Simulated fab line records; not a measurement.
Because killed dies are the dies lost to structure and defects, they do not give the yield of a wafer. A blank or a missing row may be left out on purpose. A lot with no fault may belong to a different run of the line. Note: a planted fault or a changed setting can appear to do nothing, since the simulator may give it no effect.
Chamber matching || flow nandHarc || NHARC_P_BONDPAD_CMP_32 on cmp-01: 4 sister chambers
The step polishes SiCN, target thk 200 nm. 14 wafers are shown with their chamber, then 7 later ones without.

## EACH WAFER AND ITS CHAMBER
{"wafer": "L078.4", "chamber": 0, "motorCurrentA (A)": 14.4, "slurryFilterDpKPa (kPa)": 13.37, "slurryFlowMlMin": 149.9}
{"wafer": "L078.5", "chamber": 3, "motorCurrentA (A)": 11.1, "slurryFilterDpKPa (kPa)": 13.62, "slurryFlowMlMin": 150.3}
{"wafer": "L078.6", "chamber": 2, "motorCurrentA (A)": 12.0, "slurryFilterDpKPa (kPa)": 13.38, "slurryFlowMlMin": 149.9}
{"wafer": "L080.3", "chamber": 2, "motorCurrentA (A)": 12.2, "slurryFilterDpKPa (kPa)": 13.43, "slurryFlowMlMin": 150.8}
{"wafer": "L080.5", "chamber": 0, "motorCurrentA (A)": 13.6, "slurryFilterDpKPa (kPa)": 13.59, "slurryFlowMlMin": 149.4}
{"wafer": "L080.6", "chamber": 3, "motorCurrentA (A)": 11.3, "slurryFilterDpKPa (kPa)": 13.62, "slurryFlowMlMin": 149.4}
{"wafer": "L086.1", "chamber": 2, "motorCurrentA (A)": 12.3, "slurryFilterDpKPa (kPa)": 13.89, "slurryFlowMlMin": 150.3}
{"wafer": "L086.3", "chamber": 0, "motorCurrentA (A)": 14.6, "slurryFilterDpKPa (kPa)": 13.63, "slurryFlowMlMin": 150.3}
{"wafer": "L086.6", "chamber": 3, "motorCurrentA (A)": 10.8, "slurryFilterDpKPa (kPa)": 13.47, "slurryFlowMlMin": 149.6}
{"wafer": "L089.4", "chamber": 0, "motorCurrentA (A)": 14.6, "slurryFilterDpKPa (kPa)": 13.42, "slurryFlowMlMin": 150.8}
{"wafer": "L089.5", "chamber": 2, "motorCurrentA (A)": 12.5, "slurryFilterDpKPa (kPa)": 13.43, "slurryFlowMlMin": 149.6}
{"wafer": "L089.6", "chamber": 1, "motorCurrentA (A)": 11.4, "slurryFilterDpKPa (kPa)": 13.68, "slurryFlowMlMin": 150.0}
{"wafer": "L091.1", "chamber": 0, "motorCurrentA (A)": 13.5, "slurryFilterDpKPa (kPa)": 13.17, "slurryFlowMlMin": 150.1}
{"wafer": "L091.3", "chamber": 2, "motorCurrentA (A)": 11.9, "slurryFilterDpKPa (kPa)": 13.55, "slurryFlowMlMin": 149.5}

SIGNATURES (means of the wafers above)
{"reading": "motorCurrentA", "chamber 0": 14.140, "chamber 1": 11.400, "chamber 2": 12.180, "chamber 3": 11.067, "scatter within a chamber": 0.393}
{"reading": "slurryFilterDpKPa", "chamber 0": 13.4360, "chamber 1": 13.6800, "chamber 2": 13.5360, "chamber 3": 13.5700, "scatter within a chamber": 0.18}
{"reading": "slurryFlowMlMin", "chamber 0": 150.100, "chamber 1": 150.000, "chamber 2": 150.020, "chamber 3": 149.767, "scatter within a chamber": 0.515}
Rule: for each reading, subtract the chamber's mean from the wafer's reading, divide by that reading's scatter and square the result; add these up over the readings and take the root, which gives the wafer's distance from the chamber. The wafer belongs to the nearest chamber; if the next one is less than 2 further off, it can't be placed. The scatter is the square root of a quotient: the sum, over the shown wafers, of each reading's squared deviation from its chamber's mean, divided by wafers minus chambers.

## WAFERS MISSING THEIR CHAMBER
{"wafer": "L091.4", "motorCurrentA (A)": 11.3, "slurryFilterDpKPa (kPa)": 13.49, "slurryFlowMlMin": 149.5}
{"wafer": "L094.1", "motorCurrentA (A)": 14.4, "slurryFilterDpKPa (kPa)": 13.45, "slurryFlowMlMin": 150.7}
{"wafer": "L094.2", "motorCurrentA (A)": 11.1, "slurryFilterDpKPa (kPa)": 13.45, "slurryFlowMlMin": 149.6}
{"wafer": "L094.4", "motorCurrentA (A)": 11.9, "slurryFilterDpKPa (kPa)": 13.27, "slurryFlowMlMin": 149.5}
{"wafer": "L095.3", "motorCurrentA (A)": 12.0, "slurryFilterDpKPa (kPa)": 13.74, "slurryFlowMlMin": 149.7}
{"wafer": "L095.4", "motorCurrentA (A)": 12.3, "slurryFilterDpKPa (kPa)": 13.53, "slurryFlowMlMin": 150.5}
{"wafer": "L095.6", "motorCurrentA (A)": 11.8, "slurryFilterDpKPa (kPa)": 13.38, "slurryFlowMlMin": 151.4}

## THE CHAMBER EACH PASSED THROUGH
{"wafer": "L091.4", "from the rows above": "can't be placed: 3 or 1 or 2", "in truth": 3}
{"wafer": "L094.1", "from the rows above": 0, "in truth": 0}
{"wafer": "L094.2", "from the rows above": "can't be placed: 3 or 1", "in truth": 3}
{"wafer": "L094.4", "from the rows above": "can't be placed: 2 or 3 or 1", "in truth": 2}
{"wafer": "L095.3", "from the rows above": "can't be placed: 2 or 1 or 3", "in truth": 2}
{"wafer": "L095.4", "from the rows above": "can't be placed: 2 or 1", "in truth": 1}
{"wafer": "L095.6", "from the rows above": "can't be placed: 2 or 1 or 3", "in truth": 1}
Placed correctly: 1 of 7. Can't be placed from these rows: 6 (the true chamber is among the candidates in 6). 0 placed wrongly.
